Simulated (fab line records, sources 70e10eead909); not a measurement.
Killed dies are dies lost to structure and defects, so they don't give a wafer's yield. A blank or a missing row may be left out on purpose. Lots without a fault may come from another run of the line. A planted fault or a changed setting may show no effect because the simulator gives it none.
fab line records | flow nand_harc
record lots=7 wafers=21 last_day=24
route steps=1159 shown P_GATE@126
lots that met no fault: from a run of the same line without faults
start_h: hours from the record's first day to the start of the lot's first wafer shown | wait_h: hours since the lot's step before | " the same as in the row above | L1.1+2: a row that stands for several wafers | - no value, or no start given | * or withheld: withheld | < > ~ a bound
route shown NAME@n: a module of which the file shows steps, and the number in the route of the first | usual: mean/standard deviation of fault-free wafers | same: alike in all rows | chamber/n: place in a boat | sites: the reading at each site | _std_site: their standard deviation | _edge_site: outer sites' mean less inner sites' | radius_mm: how far each site lies from the wafer's centre | mask NAME#n: copy n | behind: the tool/chamber that last shaped the wafer | hold: why the lot was held/for how many hours/how that ended | device: the transistor (n, p or np) that didn't switch | end of line: the same wafers' tests at the end of the route | a step without rows: its recipe alone | killed: dies lost to structure and defects at the first sort, not the wafer's yield | map: a wafer's dies, x killed, . not, _ none there
set.NAME: the setting as run; set.NAME@STEP: as run at that earlier step | model.NAME: the simulator's own value behind a step, which no gauge read
lots at some steps of the route; a table a step, a row a wafer
services: from which hour (start_h, from the record's first day; less than 0 if before it) a tool's chamber was out of use, for how many hours, and why
## steps
# step NHARC_P_GATE_STRIP_15
# recipe time_s=780 temp_c=130 chemistry=SPM
# step NHARC_P_GATE_PRECLEAN_71
# recipe time_s=* temp_c=50 bath_age_min=0 chemistry=SC1
# step NHARC_P_GATE_SRD_72
# step NHARC_P_GATE_OXIDE_16
# recipe target_thk_a=30 temp_c=875 ox_time_s=392 material=SiO2
# step NHARC_P_GATE_CVD_17
# recipe target_thk_a=1500 temp_c=620 time_s=900 material=poly-Si
# step NHARC_P_GATE_HM_DEP_102
# recipe target_thk_a=1200 temp_c=400 material=aC
# usual throttle_valve_pct=35.000/0.0088
# columns lot.wafer tool chamber start_h wait_h throttle_valve_pct
L453.1 acl_dep-03 0 94.46 2.2 35.013
L453.2 " 0 " " 35.000
L453.6 " 0 " " 34.991
L456.2 acl_dep-03 0 114.99 0.8 35.009
L456.3 " 0 " " 35.002
L456.6 " 0 " " 34.996
L464.4 acl_dep-01 0 164.37 2.3 34.993
L464.5 " 0 " " 34.999
L464.6 " 0 " " 34.979
L466.1 acl_dep-02 0 181.43 3.2 35.008
L466.3 " 0 " " 35.000
L466.6 " 0 " " 35.007
L467.1 acl_dep-03 0 181.94 3.7 34.993
L467.4 " 0 " " 35.007
L467.5 " 0 " " 35.009
L472.2 acl_dep-03 0 209.76 1.7 35.000
L472.3 " 0 " " 35.006
L472.5 " 0 " " 34.992
L474.2 acl_dep-01 0 225.91 1.1 34.992
L474.3 " 0 " " 34.976
L474.5 " 0 " " 35.007
# step NHARC_P_GATE_DEP_103
# recipe target_thk_a=300 target_thk_nm=30 temp_c=400 flow_sccm=200 rf_w=350 material=SiON
# usual heater_power_w=792/120
# columns lot.wafer tool chamber start_h wait_h heater_power_w
L453.2 pecvd-02 1 95.13 0.5 627
L453.1 " 0 " " 690
L453.6 " 2 " " 909
L456.2 pecvd-04 1 115.59 0.5 954
L456.3 " 2 " " 885
L456.6 " 1 " " 976
L464.5 pecvd-04 2 164.80 0.2 894
L464.4 " 0 " " 648
L464.6 " 1 " " 940
L466.3 pecvd-02 2 182.12 0.4 916
L466.1 " 0 " " 684
L466.6 " 1 " " 763
L467.1 pecvd-04 2 182.64 0.6 825
L467.5 " 0 " " 631
L467.4 " 1 " " 994
L472.3 pecvd-03 1 210.34 0.4 771
L472.2 " 2 " " 719
L472.5 " 1 " " 780
L474.2 pecvd-02 1 226.58 0.6 828
L474.3 " 2 " " 893
L474.5 " 1 " " 791
# step NHARC_P_GATE_DEHYDRATE_18
# recipe temp_c=150 time_s=120
# step NHARC_P_GATE_HMDS_19
# recipe time_s=30
# step NHARC_P_GATE_COAT_20
# recipe spin_rpm=1500 resist_thk_nm=90
# step NHARC_P_GATE_SOFTBAKE_21
# recipe temp_c=105 time_s=55
# step NHARC_P_GATE_EBR_22
# step NHARC_P_GATE_EXPOSE_23
# recipe na=1.35 target_cd_nm=120 dose_mj=93.91 mask_id=P_GATE
# usual exposure_dose_mJ_cm2=93.88/0.11 focus_offset_nm=0.0/0.59
# columns lot.wafer tool chamber start_h wait_h mask exposure_dose_mJ_cm2 focus_offset_nm
L453.1 arfi_scanner-01 0 95.69 - P_GATE#0 93.89 -0.1
L453.2 " 0 " " P_GATE#0 93.93 1.0
L453.6 " 0 " " P_GATE#0 93.94 -0.4
L456.2 arfi_scanner-03 0 116.13 - P_GATE#0 93.93 -1.2
L456.3 " 0 " " P_GATE#0 93.92 -0.4
L456.6 " 0 " " P_GATE#0 93.86 -0.7
L464.4 arfi_scanner-01 - 165.27 - P_GATE#0 - -
L464.5 " - " " P_GATE#0 - -
L464.6 " - " " P_GATE#0 - -
L466.1 arfi_scanner-01 - 182.51 - P_GATE#0 - -
L466.3 " - " " P_GATE#0 - -
L466.6 " - " " P_GATE#0 - -
L467.1 arfi_scanner-02 - 183.18 - P_GATE#0 - -
L467.4 " - " " P_GATE#0 - -
L467.5 " - " " P_GATE#0 - -
L472.2 arfi_scanner-02 0 210.85 - P_GATE#0 93.91 -0.9
L472.3 " 0 " " P_GATE#0 94.07 0.3
L472.5 " 0 " " P_GATE#0 94.08 0.0
L474.2 arfi_scanner-02 0 227.10 - P_GATE#0 93.92 -1.5
L474.3 " 0 " " P_GATE#0 93.82 0.1
L474.5 " 0 " " P_GATE#0 93.86 -0.3
# step NHARC_P_GATE_PEB_24
# recipe peb_temp_c=100 peb_time_s=65
## services
# columns tool chamber start_h hours kind
arfi_scanner-02 - 74.72 0.9 repair
arfi_scanner-02 - 84.00 4.0 pm
arfi_scanner-02 - 103.62 56.0 repair
arfi_scanner-01 0 108.01 - calibration
pecvd-03 - 111.49 13.0 pm
acl_dep-01 - 114.03 13.0 pm
acl_dep-02 - 134.49 3.6 repair
arfi_scanner-03 - 142.09 4.0 pm
pecvd-02 - 153.01 13.0 pm
pecvd-02 0 153.01 13.0 vent_cycle
pecvd-02 1 153.01 13.0 vent_cycle
pecvd-02 2 153.01 13.0 vent_cycle
pecvd-02 0 166.01 - clean
pecvd-02 1 166.01 - clean
pecvd-02 2 166.01 - clean
arfi_scanner-03 - 168.27 1.1 repair
acl_dep-02 - 168.43 13.0 pm
arfi_scanner-01 - 171.48 1.6 repair
arfi_scanner-01 - 173.90 0.5 repair
pecvd-04 - 195.00 13.0 pm
arfi_scanner-01 - 196.00 4.0 pm
arfi_scanner-03 - 201.06 2.1 repair
pecvd-04 - 222.64 4.0 repair
acl_dep-03 - 223.42 13.0 pm
## key
first_sign step=NHARC_P_GATE_EXPOSE_23 reading=tool_record direction=missing
effect none on later readings
met_at NHARC_P_GATE_EXPOSE_23
struck_wafers L464.4,L464.5,L464.6,L466.1,L466.3,L466.6,L467.1,L467.4,L467.5
later_rows_left_out L464.4,L464.5,L464.6,L466.1,L466.3,L466.6,L467.1,L467.4,L467.5
sort_left_out L464.4,L464.5,L464.6,L466.1,L466.3,L466.6,L467.1,L467.4,L467.5
tester_left_out L464,L466,L467
onset_between 95.69 165.27
fault kind=skipped_step_whole tool=arfi_scanner-01,arfi_scanner-02 chamber=- onset_h=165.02 steps=NHARC_P_GATE_EXPOSE_23 scope=struck_lots_only
# tester_left_out: of these lots the tester's yield and bins aren't shown, on N5 and GAA mostly nor the transistor test; their killed dies are dies lost to structure and defects alone, not to doping, threshold or leakage, so they don't give the yield
# sort_left_out: the simulated sort isn't trusted on such a fault, so these wafers' sort isn't shown, and their yield isn't known
# later_rows_left_out: the simulator's readings of these wafers behind a module that went badly wrong aren't trusted and aren't shown, but for the sort
